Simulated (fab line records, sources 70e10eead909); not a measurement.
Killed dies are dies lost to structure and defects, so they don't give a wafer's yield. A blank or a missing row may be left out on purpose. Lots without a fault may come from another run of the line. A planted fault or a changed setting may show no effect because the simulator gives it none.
Which tool did it? | flow nand_harc | 24 lots, 72 wafers sampled, at 6 steps of a route of 1302

WHAT THE GAUGES READ, wafer by wafer
NHARC_P_GATE_CD_MEAS_91: target cd 2000 nm.
lot  | measured     | on        | cd_nm (nm)
L074 | day 6 02:34  | cd_sem-01 | 2000.1 2001.8 2003.4
L075 | day 6 03:25  | cd_sem-01 | 1998.8 2003.2 1997.5
L076 | day 6 22:03  | cd_sem-02 | 1999.1 2004.4 2000.2
L078 | day 7 08:53  | cd_sem-03 | 2000.7 2001.6 2003.3
L077 | day 7 09:39  | cd_sem-01 | 1999.8 2002.9 1997.4
L079 | day 7 23:52  | cd_sem-02 | 2000.9 1999.8 1999.5
L081 | day 8 12:40  | cd_sem-03 | 1999.7 1995.9 2001.6
L080 | day 8 15:39  | cd_sem-01 | 1999.1 2000.6 2002.7
L082 | day 9 04:53  | cd_sem-02 | 2000.6 2000.3 2002.9
L083 | day 9 11:04  | cd_sem-03 | 1999.6 2000.0 2004.1
L084 | day 10 05:24 | cd_sem-01 | 1999.5 2001.8 2002.2
L085 | day 10 12:03 | cd_sem-02 | 2002.0 2003.3 2001.7
L086 | day 10 12:16 | cd_sem-02 | 1997.0 1995.6 2003.2
L087 | day 11 14:44 | cd_sem-03 | 2000.3 2001.8 2002.7
L088 | day 11 15:35 | cd_sem-02 | 1997.9 2002.3 1999.1
L089 | day 11 19:56 | cd_sem-02 | 2001.2 1997.3 1999.6
L090 | day 12 11:58 | cd_sem-03 | 2000.7 2001.6 2004.4
L091 | day 12 21:58 | cd_sem-01 | 2001.4 1997.3 2001.6
L092 | day 13 18:31 | cd_sem-01 | 2000.5 1999.3 1999.4
L093 | day 13 22:43 | cd_sem-02 | 2003.5 1997.6 1998.3
L094 | day 14 02:23 | cd_sem-01 | 1996.6 1996.8 1994.9
L095 | day 14 17:28 | cd_sem-02 | 2002.3 1995.4 2002.6
L096 | day 14 21:50 | cd_sem-03 | 1998.6 2001.8 1999.6
L097 | day 15 02:25 | cd_sem-01 | 1997.5 2000.4 2001.8

NHARC_P_M2_THK_MEAS_24: measures by xrf.
lot  | measured     | on            | thk_nm (nm)
L074 | day 6 22:23  | film_metro-02 | 146.2 144.4 146.4
L075 | day 6 23:51  | film_metro-02 | 144.2 144.1 142.9
L076 | day 7 17:55  | film_metro-01 | 146.9 144.7 144.4
L078 | day 8 06:56  | film_metro-01 | 144.2 146.5 144.4
L077 | day 8 07:35  | film_metro-02 | 145.7 147.1 148.0
L079 | day 8 19:53  | film_metro-01 | 144.2 141.9 144.3
L081 | day 9 09:04  | film_metro-02 | 146.3 144.7 144.8
L080 | day 9 11:19  | film_metro-02 | 144.9 144.9 144.8
L082 | day 10 00:59 | film_metro-01 | 145.5 141.9 142.0
L083 | day 10 07:31 | film_metro-02 | 143.3 143.9 141.8
L084 | day 11 01:19 | film_metro-02 | 145.3 145.7 143.9
L085 | day 11 07:43 | film_metro-02 | 146.0 145.9 143.7
L086 | day 11 08:21 | film_metro-02 | 143.0 142.5 142.8
L087 | day 12 10:34 | film_metro-01 | 141.7 145.0 143.7
L088 | day 12 11:39 | film_metro-02 | 141.0 144.8 143.8
L089 | day 12 16:05 | film_metro-02 | 143.7 144.2 142.9
L090 | day 13 07:19 | film_metro-02 | 141.3 142.8 142.2
L091 | day 13 17:26 | film_metro-02 | 143.0 142.8 144.6
L092 | day 14 14:29 | film_metro-01 | 143.0 141.4 143.7
L093 | day 14 18:38 | film_metro-01 | 146.1 147.0 145.1
L094 | day 14 22:08 | film_metro-02 | 142.6 142.9 141.9
L095 | day 15 13:26 | film_metro-02 | 147.7 147.4 146.8
L096 | day 15 17:52 | film_metro-01 | 147.4 147.3 148.1
L097 | day 15 22:08 | film_metro-02 | 141.1 143.3 145.4

WHICH TOOL RAN EACH LOT (tool, then ch and the chambers of the sampled wafers, then the start)
lot  | NHARC_P_GATE_HM_DEP_102       | NHARC_P_CONTACT_CMP_01        | NHARC_P_CONTACT_ALD_22              | NHARC_P_M0_PVD_20
L074 | acl_dep-03 ch 0, day 5 09:58  | cmp-03 ch 0,1,3, day 6 06:38  | ald_metal-01 ch 2,3, day 6 09:26    | pvd_sputter-01, day 6 22:23 or earlier
L075 | acl_dep-03 ch 0, day 5 10:38  | cmp-01 ch 0,1,2, day 6 07:29  | ald_metal-02 ch 1,3, day 6 10:19    | pvd_sputter-03, day 6 23:51 or earlier
L076 | acl_dep-02 ch 0, day 6 05:21  | cmp-01 ch 0,1,2, day 7 01:57  | ald_metal-02 ch 1,2,3, day 7 04:41  | pvd_sputter-01, day 7 17:55 or earlier
L078 | acl_dep-03 ch 0, day 6 16:21  | cmp-03 ch 0,1,2, day 7 15:10  | ald_metal-01 ch 0,2,3, day 7 18:01  | pvd_sputter-01, day 8 06:56 or earlier
L077 | acl_dep-03 ch 0, day 6 16:53  | cmp-02 ch 0,1,2, day 7 15:16  | ald_metal-03 ch 1,2,3, day 7 18:06  | pvd_sputter-02, day 8 07:35 or earlier
L079 | acl_dep-03 ch 0, day 7 06:40  | cmp-02 ch 0,1,2, day 8 04:03  | ald_metal-03 ch 1,2,3, day 8 06:53  | pvd_sputter-01, day 8 19:53 or earlier
L081 | acl_dep-02 ch 0, day 7 20:06  | cmp-02 ch 0,1,3, day 8 16:41  | ald_metal-03 ch 1,3, day 8 19:33    | pvd_sputter-03, day 9 09:04 or earlier
L080 | acl_dep-02 ch 0, day 7 20:52  | cmp-02 ch 0,3, day 8 19:29    | ald_metal-02 ch 1,2,3, day 8 22:20  | pvd_sputter-01, day 9 11:19 or earlier
L082 | acl_dep-01 ch 0, day 8 12:29  | cmp-02 ch 0,2,3, day 9 08:44  | ald_metal-01 ch 1,2,3, day 9 11:38  | pvd_sputter-03, day 10 00:59 or earlier
L083 | acl_dep-02 ch 0, day 8 18:09  | cmp-02 ch 2,3, day 9 14:58    | ald_metal-02 ch 0,2, day 9 17:49    | pvd_sputter-03, day 10 07:31 or earlier
L084 | acl_dep-01 ch 0, day 9 12:38  | cmp-02 ch 0,1, day 10 09:16   | ald_metal-02 ch 0,2,3, day 10 12:11 | pvd_sputter-02, day 11 01:19 or earlier
L085 | acl_dep-01 ch 0, day 9 19:05  | cmp-03 ch 1,3, day 10 16:04   | ald_metal-01 ch 2,3, day 10 18:49   | pvd_sputter-02, day 11 07:43 or earlier
L086 | acl_dep-02 ch 0, day 9 19:11  | cmp-03 ch 1,3, day 10 16:26   | ald_metal-03 ch 0,2, day 10 19:14   | pvd_sputter-01, day 11 08:21 or earlier
L087 | acl_dep-02 ch 0, day 10 22:16 | cmp-02 ch 0,2,3, day 11 18:38 | ald_metal-01 ch 1,2,3, day 11 21:20 | pvd_sputter-02, day 12 10:34 or earlier
L088 | acl_dep-02 ch 0, day 10 22:55 | cmp-03 ch 1,2,3, day 11 19:41 | ald_metal-01 ch 0,1,2, day 11 22:23 | pvd_sputter-01, day 12 11:39 or earlier
L089 | acl_dep-01 ch 0, day 11 01:01 | cmp-02 ch 0,1,3, day 11 23:47 | ald_metal-02 ch 0,2,3, day 12 02:30 | pvd_sputter-03, day 12 16:05 or earlier
L090 | acl_dep-01 ch 0, day 11 17:07 | cmp-02 ch 0,1,3, day 12 15:50 | ald_metal-01 ch 0,2,3, day 12 18:43 | pvd_sputter-01, day 13 07:19 or earlier
L091 | acl_dep-03 ch 0, day 12 05:25 | cmp-01 ch 0,1, day 13 01:54   | ald_metal-03 ch 0,2,3, day 13 04:38 | pvd_sputter-02, day 13 17:26 or earlier
L092 | acl_dep-02 ch 0, day 12 23:46 | cmp-02 ch 0,1,3, day 13 22:25 | ald_metal-01 ch 0,1,2, day 14 01:23 | pvd_sputter-03, day 14 14:29 or earlier
L093 | acl_dep-02 ch 0, day 13 05:42 | cmp-01 ch 2,3, day 14 02:38   | ald_metal-02 ch 0,2,3, day 14 05:32 | pvd_sputter-02, day 14 18:38 or earlier
L094 | acl_dep-03 ch 0, day 13 09:34 | cmp-03 ch 2,3, day 14 06:16   | ald_metal-01 ch 0,3, day 14 09:09   | pvd_sputter-03, day 14 22:08 or earlier
L095 | acl_dep-01 ch 0, day 14 00:59 | cmp-01 ch 0,3, day 14 21:20   | ald_metal-03 ch 2,3, day 15 00:12   | pvd_sputter-02, day 15 13:26 or earlier
L096 | acl_dep-01 ch 0, day 14 05:28 | cmp-01 ch 0,1,3, day 15 01:41 | ald_metal-02 ch 1,2,3, day 15 04:40 | pvd_sputter-01, day 15 17:52 or earlier
L097 | acl_dep-01 ch 0, day 14 09:43 | cmp-03 ch 1,2, day 15 06:30   | ald_metal-03 ch 1,2,3, day 15 09:14 | pvd_sputter-02, day 15 22:08 or earlier
- NHARC_P_GATE_HM_DEP_102: deposits aC, target thk 120 nm.
- NHARC_P_CONTACT_CMP_01: polishes SiO2, target thk 200 nm.
- NHARC_P_CONTACT_ALD_22: deposits TiN, target thk 3 nm, pulse time 1 s, ald cycles 150.
- NHARC_P_M0_PVD_20: deposits TaN, target thk 5 nm, time 8.06 s.

WHAT THE TOOLS THEMSELVES READ (means of the sampled wafers that have a number; where no wafer has one, the mark that the record gives instead)
NHARC_P_GATE_HM_DEP_102.
lot  | tool       | throttle_valve_pct (%)
L074 | acl_dep-03 | 34.991
L075 | acl_dep-03 | 35.000
L076 | acl_dep-02 | 35.001
L078 | acl_dep-03 | 34.994
L077 | acl_dep-03 | 35.004
L079 | acl_dep-03 | 35.004
L081 | acl_dep-02 | 34.992
L080 | acl_dep-02 | 35.007
L082 | acl_dep-01 | 35.001
L083 | acl_dep-02 | 35.004
L084 | acl_dep-01 | 34.994
L085 | acl_dep-01 | 35.002
L086 | acl_dep-02 | 34.989
L087 | acl_dep-02 | 34.989
L088 | acl_dep-02 | 35.000
L089 | acl_dep-01 | 35.000
L090 | acl_dep-01 | 34.998
L091 | acl_dep-03 | 34.995
L092 | acl_dep-02 | 34.999
L093 | acl_dep-02 | 35.004
L094 | acl_dep-03 | 35.006
L095 | acl_dep-01 | 34.989
L096 | acl_dep-01 | 35.001
L097 | acl_dep-01 | 34.991

NHARC_P_CONTACT_CMP_01.
lot  | tool   | motor_current_A (A) | slurry_filter_dp_kPa (kPa)
L074 | cmp-03 | 11.6                | 13.54
L075 | cmp-01 | 11.7                | 13.53
L076 | cmp-01 | 11.6                | 13.40
L078 | cmp-03 | 11.4                | 13.50
L077 | cmp-02 | 12.0                | 13.48
L079 | cmp-02 | 11.7                | 13.41
L081 | cmp-02 | 11.7                | 13.45
L080 | cmp-02 | 11.8                | 13.40
L082 | cmp-02 | 11.3                | 13.58
L083 | cmp-02 | 11.9                | 13.52
L084 | cmp-02 | 12.1                | 13.44
L085 | cmp-03 | 11.5                | 13.34
L086 | cmp-03 | 11.4                | 13.43
L087 | cmp-02 | 11.6                | 13.44
L088 | cmp-03 | 11.4                | 13.48
L089 | cmp-02 | 12.1                | 13.61
L090 | cmp-02 | 11.9                | 13.50
L091 | cmp-01 | 12.2                | 13.58
L092 | cmp-02 | 12.2                | 13.51
L093 | cmp-01 | 11.8                | 13.44
L094 | cmp-03 | 11.5                | 13.40
L095 | cmp-01 | 11.5                | 13.61
L096 | cmp-01 | 12.0                | 13.43
L097 | cmp-03 | 11.2                | 13.44

NHARC_P_CONTACT_ALD_22.
lot  | tool         | heater_power_w (W) | precursor_pulse_height_rel
L074 | ald_metal-01 | 1061               | 0.991
L075 | ald_metal-02 | 1099               | 0.998
L076 | ald_metal-02 | 1159               | 0.993
L078 | ald_metal-01 | 1076               | 1.005
L077 | ald_metal-03 | 1246               | 0.986
L079 | ald_metal-03 | 1215               | 0.994
L081 | ald_metal-03 | 1313               | 0.999
L080 | ald_metal-02 | 1141               | 0.994
L082 | ald_metal-01 | 1057               | 1.020
L083 | ald_metal-02 | 1167               | 1.004
L084 | ald_metal-02 | 1194               | 0.988
L085 | ald_metal-01 | 1055               | 1.005
L086 | ald_metal-03 | 1006               | 0.998
L087 | ald_metal-01 | 1083               | 1.019
L088 | ald_metal-01 | 1056               | 1.001
L089 | ald_metal-02 | 1198               | 0.995
L090 | ald_metal-01 | 1053               | 1.023
L091 | ald_metal-03 | 1096               | 1.005
L092 | ald_metal-01 | 1055               | 0.981
L093 | ald_metal-02 | 1207               | 0.993
L094 | ald_metal-01 | 1050               | 0.995
L095 | ald_metal-03 | 1217               | 1.006
L096 | ald_metal-02 | 1110               | 1.003
L097 | ald_metal-03 | 1212               | 1.004

NHARC_P_M0_PVD_20.
lot  | tool           | chamber_pressure_pa (Pa) | throttle_valve_pct (%)
L074 | pvd_sputter-01 | 0.11990                  | 28.9
L075 | pvd_sputter-03 | 0.12004                  | 30.1
L076 | pvd_sputter-01 | 0.11993                  | 29.2
L078 | pvd_sputter-01 | 0.12001                  | 29.1
L077 | pvd_sputter-02 | 0.12035                  | 30.0
L079 | pvd_sputter-01 | 0.11991                  | 29.4
L081 | pvd_sputter-03 | 0.11995                  | 29.4
L080 | pvd_sputter-01 | 0.12005                  | 29.7
L082 | pvd_sputter-03 | 0.12013                  | 29.6
L083 | pvd_sputter-03 | 0.11986                  | 29.7
L084 | pvd_sputter-02 | 0.12020                  | 29.2
L085 | pvd_sputter-02 | 0.11988                  | 29.5
L086 | pvd_sputter-01 | 0.12002                  | 29.2
L087 | pvd_sputter-02 | 0.11990                  | 30.1
L088 | pvd_sputter-01 | 0.12001                  | 29.3
L089 | pvd_sputter-03 | 0.12014                  | 29.6
L090 | pvd_sputter-01 | 0.11980                  | 29.3
L091 | pvd_sputter-02 | 0.11986                  | 29.0
L092 | pvd_sputter-03 | 0.11988                  | 29.6
L093 | pvd_sputter-02 | 0.12030                  | 29.7
L094 | pvd_sputter-03 | 0.12012                  | 29.6
L095 | pvd_sputter-02 | 0.12023                  | 31.1
L096 | pvd_sputter-01 | 0.11982                  | 29.2
L097 | pvd_sputter-02 | 0.11987                  | 28.8

THE ANSWER, worked out from the rows above alone
Rule: what is usual is taken from the lots themselves. Put in order of their means at a reading, lots are off if they are a third of the lots or fewer, leave a main group of 4 or more, and stand apart from it by a gap of 3 or more times the standard deviation of the main group's means; of several such gaps the widest counts. A main group whose means are all the same, to the digits that the tables above print for the reading, isn't used. A lot without any number at a reading at which 4 lots or more have one is off too. The other lots that the step has rows for count as sound. The gauges are gone through in route order, then the tools' own readings, and for those a lot's mean is taken as printed above. The first step at which some lot is off is used, and at that step the reading that is off furthest; a lot without a number counts as furthest.
No lot is off at any reading shown: from this, nothing can be told.

WHAT THE SIMULATOR HAD PUT IN
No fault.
